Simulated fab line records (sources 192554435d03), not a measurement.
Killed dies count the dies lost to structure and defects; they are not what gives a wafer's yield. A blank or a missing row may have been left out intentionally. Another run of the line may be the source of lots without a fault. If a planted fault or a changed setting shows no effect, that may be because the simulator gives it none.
Chamber matching | flow n5Finfet | 4 sister chambers for N5_GATE_CUT_ETCH_58 on rieDiel-01
The step etches SiNx in CH3F/O2, target depth 17 nm, time 128.6 s. 8 wafers are shown with their chamber, then 7 later ones without.

WAFERS WITH THEIR CHAMBER
wafer  | chamber | drypumpMotorCurrentA (A) | throttleValvePct (%)
L075.5 | 0       | 5.0                      | 16.48
L080.3 | 1       | 5.2                      | 16.34
L083.4 | 1       | 5.2                      | 16.35
L086.3 | 2       | 5.6                      | 16.57
L086.4 | 3       | 4.7                      | 16.61
L086.5 | 0       | 5.0                      | 16.54
L088.2 | 2       | 5.5                      | 16.56
L088.3 | 3       | 4.7                      | 16.63

WAFERS WHOSE CHAMBER IS MISSING
wafer  | drypumpMotorCurrentA (A) | throttleValvePct (%)
L088.5 | 4.7                      | 16.61
L089.3 | 5.5                      | 16.56
L089.5 | 5.5                      | 16.59
L089.6 | 5.2                      | 16.37
L093.2 | 5.2                      | 16.39
L093.3 | 4.7                      | 16.63
L093.6 | 5.0                      | 16.55

WHICH CHAMBER EACH WENT THROUGH
wafer  | from the rows above | in truth
L088.5 | 3                   | 3
L089.3 | 2                   | 2
L089.5 | 2                   | 2
L089.6 | 1                   | 1
L093.2 | 1                   | 1
L093.3 | 3                   | 3
L093.6 | 0                   | 0
Correctly placed: 7 of 7. Left unplaced by these rows: 0. Wrongly placed: 0.
How it was worked out, from the rows above alone: a wafer's distance from a chamber is the root of the sum, over the readings, of the square of ((its reading less the chamber's mean) divided by the reading's scatter). If the next closest chamber is less than 2 further off than the closest, the wafer can't be placed; otherwise it belongs to the closest. For every chamber, the mean is computed from those of its wafers that are shown. The scatter is the square root of a quotient: the sum, over the shown wafers, of each reading's squared deviation from its chamber's mean, divided by wafers minus chambers.
